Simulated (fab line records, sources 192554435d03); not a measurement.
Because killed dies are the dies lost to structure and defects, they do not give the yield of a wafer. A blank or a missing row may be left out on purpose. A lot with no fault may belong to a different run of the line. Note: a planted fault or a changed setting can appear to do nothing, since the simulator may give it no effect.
Lot-split experiment || flow n5 finfet || on a route of 1938 steps: 7 lots, 21 wafers read

== THE SPLIT ITSELF ==
At N5_BEOL_M1_EXPOSE_08 (exposes mask M1), the setting dose mj was moved away from the recipe's 33 on 7 of the 21 wafers read, by -5.6% to +5.6%. For the rest of the wafers, this setting stayed at what the recipe calls for.

== FROM THE SPLIT TO THE READING: what the file shows between them, 16 steps ==
- N5_BEOL_M1_PEB_09: peb time 60 s
- N5_BEOL_M1_DEVELOP_10: develop time 30 s
- N5_BEOL_M1_CD_MEAS_11: target cd 17.05 nm
- N5_BEOL_M1_ETCH_74: etches underlayer in N2/H2, target depth 6.5 nm, time 5.2 s (also split here: bias w)
- N5_BEOL_M1_ETCH_63: etches SiARC in CF4, target depth 15.6 nm, time 26 s
- N5_BEOL_M1_ETCH_64: etches SOC in N2/H2, target depth 75 nm, overetch 15 nm, time 112.5 s
- N5_BEOL_M1_STRIP_65: strips in N2/H2
- N5_BEOL_M1_STRIP_75: strips in N2/H2
- N5_BEOL_M1_STRIP_66: strips in CF4
- N5_BEOL_M1_HM_OPEN_17: chemistry Cl2/BCl3, target TiN, target depth 20 nm, overetch 6 nm
- N5_BEOL_M1_STRIP_19: strips in O2
- N5_BEOL_M1_CD_MEAS_18: pitch 36 nm, target cd 18 nm
- N5_BEOL_M1_COAT_67: time 60 s, resist thk 60 nm
- N5_BEOL_M1_COAT_68: time 60 s, resist thk 12 nm
- N5_BEOL_M1_PRECLEAN_42: cleans in residue remover, time 60 s
- N5_BEOL_M1_SRD_43: time 30 s

== THE READING ==
cd nm, in nm, at N5_BEOL_M1_CD_MEAS_35 (target cd 18 nm, target cd y 21 nm). A value of 17.90 nm with a standard deviation of 0.27 nm is what fault-free wafers of this fab line usually give.

{"wafer": "L075.2", "tool, chamber at the split": "euv scanner-02, 0", "dose mj as run": 33, "against the recipe": "recipe", "cd nm, nm": 18.03, "against lot-mates on the recipe": "-"}
{"wafer": "L075.3", "tool, chamber at the split": "euv scanner-02, 0", "dose mj as run": 33, "against the recipe": "recipe", "cd nm, nm": 17.90, "against lot-mates on the recipe": "-"}
{"wafer": "L075.4", "tool, chamber at the split": "euv scanner-02, 0", "dose mj as run": 33, "against the recipe": "recipe", "cd nm, nm": 18.21, "against lot-mates on the recipe": "-"}
{"wafer": "L081.3", "tool, chamber at the split": "euv scanner-02, 0", "dose mj as run": 33, "against the recipe": "recipe", "cd nm, nm": 18.13, "against lot-mates on the recipe": "-"}
{"wafer": "L081.5", "tool, chamber at the split": "euv scanner-02, 0", "dose mj as run": 33, "against the recipe": "recipe", "cd nm, nm": 17.51, "against lot-mates on the recipe": "-"}
{"wafer": "L081.6", "tool, chamber at the split": "euv scanner-02, 0", "dose mj as run": 33, "against the recipe": "recipe", "cd nm, nm": 18.29, "against lot-mates on the recipe": "-"}
{"wafer": "L083.3", "tool, chamber at the split": "euv scanner-01, 0", "dose mj as run": 34.85, "against the recipe": "+5.6%", "cd nm, nm": 19.17, "against lot-mates on the recipe": "+1.36"}
{"wafer": "L083.5", "tool, chamber at the split": "euv scanner-01, 0", "dose mj as run": 34.85, "against the recipe": "+5.6%", "cd nm, nm": 18.83, "against lot-mates on the recipe": "+1.02"}
{"wafer": "L083.6", "tool, chamber at the split": "euv scanner-01, 0", "dose mj as run": 33, "against the recipe": "recipe", "cd nm, nm": 17.81, "against lot-mates on the recipe": "-"}
{"wafer": "L085.4", "tool, chamber at the split": "euv scanner-02, 0", "dose mj as run": 33, "against the recipe": "recipe", "cd nm, nm": 17.54, "against lot-mates on the recipe": "-"}
{"wafer": "L085.5", "tool, chamber at the split": "euv scanner-02, 0", "dose mj as run": 33, "against the recipe": "recipe", "cd nm, nm": 17.33, "against lot-mates on the recipe": "-"}
{"wafer": "L085.6", "tool, chamber at the split": "euv scanner-02, 0", "dose mj as run": 33, "against the recipe": "recipe", "cd nm, nm": 17.15, "against lot-mates on the recipe": "-"}
{"wafer": "L089.1", "tool, chamber at the split": "euv scanner-01, 0", "dose mj as run": 31.31, "against the recipe": "-5.1%", "cd nm, nm": 17.50, "against lot-mates on the recipe": -1.03}
{"wafer": "L089.3", "tool, chamber at the split": "euv scanner-01, 0", "dose mj as run": 33, "against the recipe": "recipe", "cd nm, nm": 18.53, "against lot-mates on the recipe": "-"}
{"wafer": "L089.6", "tool, chamber at the split": "euv scanner-01, 0", "dose mj as run": 31.31, "against the recipe": "-5.1%", "cd nm, nm": 17.03, "against lot-mates on the recipe": -1.50}
{"wafer": "L094.1", "tool, chamber at the split": "euv scanner-02, 0", "dose mj as run": 33, "against the recipe": "recipe", "cd nm, nm": 17.32, "against lot-mates on the recipe": "-"}
{"wafer": "L094.3", "tool, chamber at the split": "euv scanner-02, 0", "dose mj as run": 33, "against the recipe": "recipe", "cd nm, nm": 17.37, "against lot-mates on the recipe": "-"}
{"wafer": "L094.6", "tool, chamber at the split": "euv scanner-02, 0", "dose mj as run": 31.16, "against the recipe": "-5.6%", "cd nm, nm": 16.32, "against lot-mates on the recipe": -1.02}
{"wafer": "L096.1", "tool, chamber at the split": "euv scanner-02, 0", "dose mj as run": 33.88, "against the recipe": "+2.7%", "cd nm, nm": 18.19, "against lot-mates on the recipe": "+0.43"}
{"wafer": "L096.4", "tool, chamber at the split": "euv scanner-02, 0", "dose mj as run": 33, "against the recipe": "recipe", "cd nm, nm": 17.76, "against lot-mates on the recipe": "-"}
{"wafer": "L096.5", "tool, chamber at the split": "euv scanner-02, 0", "dose mj as run": 33.88, "against the recipe": "+2.7%", "cd nm, nm": 18.08, "against lot-mates on the recipe": "+0.32"}

FIT RESULTS
A straight line over all 21 wafers: cd nm changes by +0.18 nm for each +1% of dose mj; r = +0.79; the points scatter about the line by 0.41 nm.
The same after taking each lot's own level away (the mean of its wafers on the recipe; 21 wafers): +0.212 nm for each +1%; r = +0.95; scatter 0.2 nm.
Per that fit: largest dose mj move, reading shift of 1.2 nm.
The lots' own levels span 17.340 to 18.530 nm, that is 4.4 times the standard deviation above.
So the lot-to-lot level blurs the effect unless lot-mates are compared.
Check: for one of the wafers moved furthest among these (+5.6%), held out of the fit, the line's prediction against its lot-mates is +1.1 nm. Against them it came out at +1.36 nm.

== THESE WAFERS: OTHER SPLITS ==
Note: prior to the reading, these wafers also went through further splits. Each is held against what the fit with the lots' levels taken away leaves over:
{"other split on the same wafers": "N5_MOL_CONTACT_COAG_CVD_140 target thk a", "wafers away from the commonest value": 7, "r with cd nm (lot level and that fit taken away)": -0.33}
{"other split on the same wafers": "N5_BEOL_M0_SAQP_ETCH_106 target depth a", "wafers away from the commonest value": 7, "r with cd nm (lot level and that fit taken away)": "+0.00"}
{"other split on the same wafers": "N5_BEOL_M0_SAQP_ETCH_107 bias w", "wafers away from the commonest value": 5, "r with cd nm (lot level and that fit taken away)": -0.17}
{"other split on the same wafers": "N5_BEOL_M1_ETCH_74 bias w", "wafers away from the commonest value": 11, "r with cd nm (lot level and that fit taken away)": -0.42}

== THE WHOLE CHAIN: every reading that the file lists as answering this split, in the file's order ==
{"step": "N5_BEOL_M1_CD_MEAS_11", "what it does": "target cd 17.05 nm", "reading": "cd nm", "change (the file's fit)": "+0.232 nm for each +1% of the setting", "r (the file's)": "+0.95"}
{"step": "N5_BEOL_M1_ETCH_74", "what it does": "etches underlayer in N2/H2, target depth 6.5 nm, time 5.2 s", "reading": "BEOL_M1.cd offset nm (the simulator's own value, which no gauge read)", "change (the file's fit)": "+0.21 nm for each +1% of the setting", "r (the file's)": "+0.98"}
{"step": "N5_BEOL_M1_ETCH_64", "what it does": "etches SOC in N2/H2, target depth 75 nm, overetch 15 nm, time 112.5 s", "reading": "BEOL_M1.cd offset nm (the simulator's own value, which no gauge read)", "change (the file's fit)": "+0.217 nm for each +1% of the setting", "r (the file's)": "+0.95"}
{"step": "N5_BEOL_M1_HM_OPEN_17", "what it does": "chemistry Cl2/BCl3, target TiN, target depth 20 nm, overetch 6 nm", "reading": "BEOL_M1.cd offset nm (the simulator's own value, which no gauge read)", "change (the file's fit)": "+0.203 nm for each +1% of the setting", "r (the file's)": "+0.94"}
{"step": "N5_BEOL_M1_CD_MEAS_18", "what it does": "pitch 36 nm, target cd 18 nm", "reading": "cd nm", "change (the file's fit)": "+0.19 nm for each +1% of the setting", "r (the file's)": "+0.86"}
{"step": "N5_BEOL_M1_CD_MEAS_35", "what it does": "target cd 18 nm, target cd y 21 nm", "reading": "cd nm", "change (the file's fit)": "+0.207 nm for each +1% of the setting", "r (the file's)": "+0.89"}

== FILE'S OWN FIT ==
cd nm changes by +0.207 nm for each +1% of dose mj, r = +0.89.
